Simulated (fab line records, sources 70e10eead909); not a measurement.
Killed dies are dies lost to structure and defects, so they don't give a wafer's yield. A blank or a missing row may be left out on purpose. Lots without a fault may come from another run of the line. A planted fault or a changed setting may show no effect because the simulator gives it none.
Which tool did it? | flow nand_harc | 6 lots, 18 wafers sampled, at 5 steps of a route of 1302

WHAT THE GAUGES READ, wafer by wafer
NHARC_END_SORT_01.
lot  | measured     | on        | killed_at_periphery
L311 | day 25 07:08 | prober-01 | 4 1 1
L313 | day 25 15:58 | prober-01 | 3 2 5
L319 | day 28 10:04 | prober-02 | 3 3 2
L322 | day 29 11:46 | prober-02 | 3 6 3
L323 | day 30 08:51 | prober-01 | 29 22 26
L327 | day 31 01:08 | prober-01 | 5 3 3

WHICH TOOL RAN EACH LOT (tool, then ch and the chambers of the sampled wafers, then the start)
lot  | NHARC_P_M2_DESCUM_14               | NHARC_P_M2_ETCH_35                 | NHARC_P_M2_ANNEAL_31             | NHARC_P_M2_DEP_33
L311 | rie_diel-13 ch 0,1,3, day 6 20:36  | rie_diel-13 ch 0,1,3, day 6 20:41  | rtp_anneal-01 ch 0, day 6 22:32  | pecvd-01 ch 0,1,2, day 6 23:29
L313 | rie_diel-13 ch 0,1, day 7 17:31    | rie_diel-13 ch 0,1, day 7 17:36    | rtp_anneal-02 ch 0, day 7 19:20  | pecvd-01 ch 0,1,2, day 7 20:14
L319 | rie_diel-07 ch 1,2,3, day 10 09:00 | rie_diel-07 ch 0,2,3, day 10 09:04 | rtp_anneal-02 ch 0, day 10 11:00 | pecvd-01 ch 0,1, day 10 11:54
L322 | rie_diel-13 ch 2,3, day 11 16:30   | rie_diel-13 ch 0,2,3, day 11 16:35 | rtp_anneal-02 ch 0, day 11 18:23 | pecvd-02 ch 0,2, day 11 19:19
L323 | rie_diel-13 ch 0,2,3, day 12 11:22 | rie_diel-13 ch 0,1, day 12 11:25   | rtp_anneal-01, day 12 13:07      | pecvd-02 ch 0,2, day 12 14:10
L327 | rie_diel-13 ch 0,1, day 13 07:51   | rie_diel-13 ch 2,3, day 13 07:56   | rtp_anneal-02 ch 0, day 13 10:08 | pecvd-01 ch 0,1,2, day 13 11:09
- NHARC_P_M2_DESCUM_14: chemistry O2, time 3 s.
- NHARC_P_M2_ETCH_35: etches the open film in N2/H2, target depth 40 nm, overetch 12 nm, time 43.94 s.
- NHARC_P_M2_ANNEAL_31: time 90 s.
- NHARC_P_M2_DEP_33: deposits SiCN, target thk 30 nm.

THE ANSWER, worked out from the rows above alone
Rule: what is usual is taken from the lots themselves. Put in order of their means at a reading, lots are off if they are a third of the lots or fewer, leave a main group of 4 or more, and stand apart from it by a gap of 3 or more times the standard deviation of the main group's means; of several such gaps the widest counts. A main group whose means are all the same, to the digits that the tables above print for the reading, isn't used. A lot without any number at a reading at which 4 lots or more have one is off too. The other lots that the step has rows for count as sound.
Off: L323, at NHARC_END_SORT_01 (killed_at_periphery). The main group: mean 3.1, standard deviation 0.72.
A tool fits if, at a process step before that reading, it ran every lot that is off, and no sound lot after the first of them. The gauges at NHARC_END_SORT_01 are tried like those tools. Can't be told from this: 2 tools fit, rtp_anneal-01 at NHARC_P_M2_ANNEAL_31, pecvd-02 at NHARC_P_M2_DEP_33.

WHAT THE SIMULATOR HAD PUT IN
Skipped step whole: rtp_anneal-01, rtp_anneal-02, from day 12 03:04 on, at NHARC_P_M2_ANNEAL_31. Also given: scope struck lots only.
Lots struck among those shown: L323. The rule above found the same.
